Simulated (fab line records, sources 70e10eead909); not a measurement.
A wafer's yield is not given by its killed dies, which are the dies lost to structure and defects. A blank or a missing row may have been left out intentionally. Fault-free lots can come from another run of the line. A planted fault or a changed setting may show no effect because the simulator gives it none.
What tool caused it? + flow nandHarc + 6 lots, 18 wafers sampled, at 5 steps of a route of 1159

WHAT THE GAUGES SHOWED, per wafer
NHARC_END_SORT_01.
| lot  | measured     | on        | killedAtArray |
|------|--------------|-----------|---------------|
| L619 | day 19 21:23 | prober-02 | 39 30 30      |
| L635 | day 24 00:21 | prober-01 | 124 113 105   |

TOOL THAT RAN EACH LOT (tool first, then ch and the chambers of the sampled wafers, then the start)
| lot  | NHARC_A_CONTACT_STRIP_82          | NHARC_THIN_TSV_STRIP_45             | NHARC_THIN_TSV_ANNEAL_52        | NHARC_THIN_TSV_ETCH_36           |
|------|-----------------------------------|-------------------------------------|---------------------------------|----------------------------------|
| L618 | rieDiel-06 ch 0,2,3, day 17 02:53 | plasmaAsher-01 ch 0,1, day 18 23:18 | rtpAnneal-01 ch 0, day 19 02:25 | rieMetal-02 ch 0, day 19 05:06   |
| L619 | rieDiel-05 ch 0,1, day 17 07:05   | plasmaAsher-01 ch 0,1, day 19 01:55 | rtpAnneal-01 ch 0, day 19 04:49 | rieMetal-02 ch 0, day 19 07:32   |
| L622 | rieDiel-06 ch 0,1,3, day 18 23:11 | plasmaAsher-02 ch 0,1, day 21 06:27 | rtpAnneal-02 ch 0, day 21 09:19 | rieMetal-03 ch 0,1, day 21 11:49 |
| L626 | rieDiel-06 ch 0,2,3, day 19 15:59 | plasmaAsher-01 ch 0,1, day 21 14:30 | rtpAnneal-02 ch 0, day 21 17:31 | rieMetal-03 ch 0,1, day 21 19:52 |
| L631 | rieDiel-06 ch 1,2, day 20 22:18   | plasmaAsher-01 ch 0,1, day 23 01:06 | rtpAnneal-02 ch 0, day 23 04:19 | rieMetal-01 ch 0,1, day 23 06:49 |
| L635 | rieDiel-06 ch 0,2,3, day 21 15:58 | plasmaAsher-02 ch 0,1, day 23 09:05 | rtpAnneal-02 ch 0, day 23 12:00 | rieMetal-02 ch 0,1, day 23 14:27 |
- NHARC_A_CONTACT_STRIP_82: strips in O2.
- NHARC_THIN_TSV_STRIP_45: strips in O2.
- NHARC_THIN_TSV_ANNEAL_52: time 90 s.
- NHARC_THIN_TSV_ETCH_36: etches the open film in Cl2/BCl3, target depth 65 nm, time 18.571 s.

THE ANSWER, worked out from the rows above alone
Rule: the lots themselves supply what counts as usual. The widest of any qualifying gaps counts: lots, ordered by their means at a reading, are off when they make up no more than a third of the lots, leave a main group of 4 or more, and stand apart from it by 3 or more times the standard deviation of that group's means. Not used: any main group whose means are identical at the precision the tables above print for the reading. Also off: a lot with no number at a reading for which 4 or more lots have one. All remaining lots with rows at the step are treated as sound.
No lot is off on any of the readings shown, so nothing can be concluded from this.

WHAT THE SIMULATOR HAD INSERTED
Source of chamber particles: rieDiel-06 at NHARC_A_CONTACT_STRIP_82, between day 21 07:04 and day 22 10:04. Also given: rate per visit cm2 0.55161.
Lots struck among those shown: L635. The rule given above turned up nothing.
